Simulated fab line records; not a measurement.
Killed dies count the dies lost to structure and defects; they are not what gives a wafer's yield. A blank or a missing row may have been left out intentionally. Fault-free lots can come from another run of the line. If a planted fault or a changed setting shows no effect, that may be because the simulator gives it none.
Struck lot and sound lot, side by side | flow n5-finfet | 28 out of 1938 route steps
Sound: these wafers, L496.1, L496.2, L496.4. Struck: wafers L501.4, L501.6 (left out: L501.1, a lot-mate that was not struck); the cause follows at the end.
At each step with rows: each side's tool, then ch and its chambers, then its first start. Under that, the readings that differ: sound wafers | struck wafers | difference of the means | sigmas: that difference in standard deviations of wafers without a fault.
alike: a reading whose means differ by less than 2 such deviations, as well as words and numbers matching on both sides. not compared: withheld readings; readings where some wafer has no value; bounds like >300 that might hide an equal value; numbers whose values overlap and for which the record gives no deviation.
The two part at a step that has a row with sigmas, a row that says differs or no value, or rows on one side only. Numbers that have no deviation but don't overlap get no sigmas and don't part them. Lack of a reading on every wafer of one side parts them only where that side has two or more wafers.

first, 3 steps without rows for these wafers: N5_STI_FIN_REVEAL_ALD_14 (deposits Si3N4, target thk 3 nm); N5_STI_FIN_REVEAL_FCVD_FILL_01 (material SiO2 flowable, target thk 312 nm, time 512.2 s); N5_STI_FIN_REVEAL_DENSIFY_02 (time 1800 s).
N5_STI_FIN_REVEAL_CMP_04: polishes, stops on Si3N4, t overpolish 4 s, target thk 131.83 nm.
  sound on cmp-01 ch 0,1,3, day 3 03:29; struck on cmp-01 ch 0,2, day 4 09:49
  reading                | sound      | struck  | difference | sigmas
  time-to-endpoint-s (s) | 103 102 99 | 108 113 | +9         | +2
  alike: edge-zone-pressure-frac, motor-current-A, overpolish-run-s, slurry-filter-dp-kPa
N5_STI_FIN_REVEAL_THK_MEAS_05:
  sound on film-metro-02 at day 3 03:44; struck on film-metro-02 at day 4 10:02
  alike: thk-nm
next, for these wafers, 1 step has no rows: N5_STI_FIN_REVEAL_DENSIFY_30.
N5_STI_FIN_REVEAL_ETCHBACK_08: etches SiO2 in C4F6/O2, target depth 30.5 nm, time 10.167 s.
  sound on rie-diel-03 ch 0,2,3, day 3 03:59; struck on rie-diel-02 ch 0,1, day 4 10:20
  alike: bias-w, drypump-motor-current-A, oes_f_703_au, oes-product-au, rf-vpp-V, showerhead-plenum-p-Torr, throttle-valve-pct
  not compared: rf-hours-counter-h
N5_STI_FIN_REVEAL_STRIP_24: strips in N2/H2, time 90 s.
  sound on rie-diel-03 ch 0,2,3, day 3 04:01; struck on rie-diel-02 ch 0,1, day 4 10:22
  alike: drypump-motor-current-A, h2-flow-sccm, oes-product-au, rf-vpp-V, showerhead-plenum-p-Torr, throttle-valve-pct
  not compared: rf-hours-counter-h
then, 4 steps without rows for these wafers: N5_STI_FIN_REVEAL_PRECLEAN_25 (cleans in SPM, time 90 s); N5_STI_FIN_REVEAL_PRECLEAN_26 (cleans in SC1, time 45 s); N5_STI_FIN_REVEAL_PRECLEAN_29 (cleans in DHF, time 30 s); N5_STI_FIN_REVEAL_SRD_12 (time 30 s).
N5_STI_FIN_REVEAL_RECESS_09: chemistry HF/NH3, target SiO2, afs cycles 11, target depth 42.5 nm, sublimation time 60 s.
  sound on vapor-etch-01 ch 0,1, day 3 04:14; struck on vapor-etch-02 ch 1, day 4 10:35
  reading                     | sound             | struck    | difference | sigmas
  drypump-motor-current-A (A) | 5.57 5.69 5.69    | 6.10 6.09 | +0.44      | +2
  model.etch.depth-nm (nm)    | 42.55 42.55 42.55 | 32.4 32.4 | -10.1      |
then, 2 steps without rows for these wafers: N5_STI_FIN_REVEAL_STRIP_16 (strips SiNx in H3PO4, target depth 23.8 nm); N5_STI_FIN_REVEAL_PRECLEAN_17 (cleans in NF3:NH3, afs cycles 1, time 20 s, sublimation time 60 s).
N5_STI_FIN_REVEAL_ETCH_34: etches Si in H2, material Si, target depth 0.97 nm.
  sound on rie-si-04 ch 1,2,3, day 3 06:20; struck on rie-si-03 ch 0,1, day 4 12:45
  alike: drypump-motor-current-A, h2-flow-sccm, he-flow-sccm, oes-product-au, throttle-valve-pct
  not compared: rf-hours-counter-h
N5_STI_FIN_REVEAL_OXIDATION_31: chemistry O2 PLASMA REMOTE, time 20 s.
  sound on plasma-asher-02 ch 0,1, day 3 06:25; struck on plasma-asher-01 ch 0,1, day 4 12:49
  reading            | sound       | struck  | difference | sigmas
  heater-power-w (W) | 157 147 154 | 124 131 | -25        | -2
  alike: drypump-motor-current-A
  not compared: rf-hours-counter-h
then, 6 steps without rows for these wafers: N5_STI_FIN_REVEAL_PRECLEAN_32 (cleans in NF3:NH3, afs cycles 1, time 20 s, sublimation time 60 s); N5_STI_FIN_REVEAL_STRIP_35 (strips Si3N4 in H3PO4, target depth 4 nm, time 39 s); N5_STI_FIN_REVEAL_SRD_21 (time 30 s); N5_STI_FIN_REVEAL_OXIDATION_33 (chemistry O2 PLASMA REMOTE, time 20 s); N5_STI_FIN_REVEAL_CLEAN_19 (cleans in O3/DIW, time 120 s); N5_STI_FIN_REVEAL_SRD_23 (time 30 s).
N5_STI_FIN_REVEAL_CD_MEAS_22: target cd 6.238 nm, pitch 28 nm.
  sound on cd-sem-01 at day 3 06:55; struck on cd-sem-01 at day 4 13:19
  alike: cd-nm
N5_STI_FIN_REVEAL_FIN_H_MEAS_10:
  sound on ocd-01 at day 3 06:57; struck on ocd-02 at day 4 13:21
  reading              | sound          | struck    | difference | sigmas
  trench-depth-nm (nm) | 52.1 52.4 51.3 | 41.8 42.2 | -9.9       | -13
then, 1 step without rows for these wafers: N5_STI_FIN_REVEAL_PRECLEAN_18 (cleans in SC2, time 45 s).
-- here the record skips 6 days between the struck wafers' starts before and after, leaving off in module STI_FIN_REVEAL and picking up in module BEOL_M4 (first step shown: number 1111 of the route) --
N5_BEOL_M4_RC_MEAS_101:
  sound on prober-02 ch 0, day 8 20:43; struck on prober-01 ch 0, day 10 15:28
  alike: DIBL_N, DIBL_P, IOFF_N, IOFF_P, ION_N, ION_P, SS_N, SS_P, VT_N, VT_P
-- a jump in the record: the struck wafers' starts before and after are 5 days apart (it breaks off in module BEOL_M4 and resumes in module PASSIVATION, where the first step shown is number 1936 of the route) --
N5_PASSIVATION_PROBE_49:
  sound on prober-02 at day 13 14:37; struck on prober-02 at day 15 06:04
  reading              | sound    | struck | difference | sigmas
  killed-at-other      | 0 0 0    | 12 5   | +8         | +2
  sort_bin_8_speed (%) | 0 0.34 0 | 0 0    | +0         | -4
  alike: defect-limited-yield, killed_at_M0_to_M3, killed_at_M4_up, killed-at-contacts, killed-at-front-end, killed-dies, killed-open, killed-short, sort_bin_5_function, sort_bin_6_memory, sort-n-pass, sort-yield-pct

## WHERE THEY PART
Last at N5_PASSIVATION_PROBE_49 as far as this record goes, first at N5_STI_FIN_REVEAL_CMP_04.

WHY: whatever the simulator had introduced
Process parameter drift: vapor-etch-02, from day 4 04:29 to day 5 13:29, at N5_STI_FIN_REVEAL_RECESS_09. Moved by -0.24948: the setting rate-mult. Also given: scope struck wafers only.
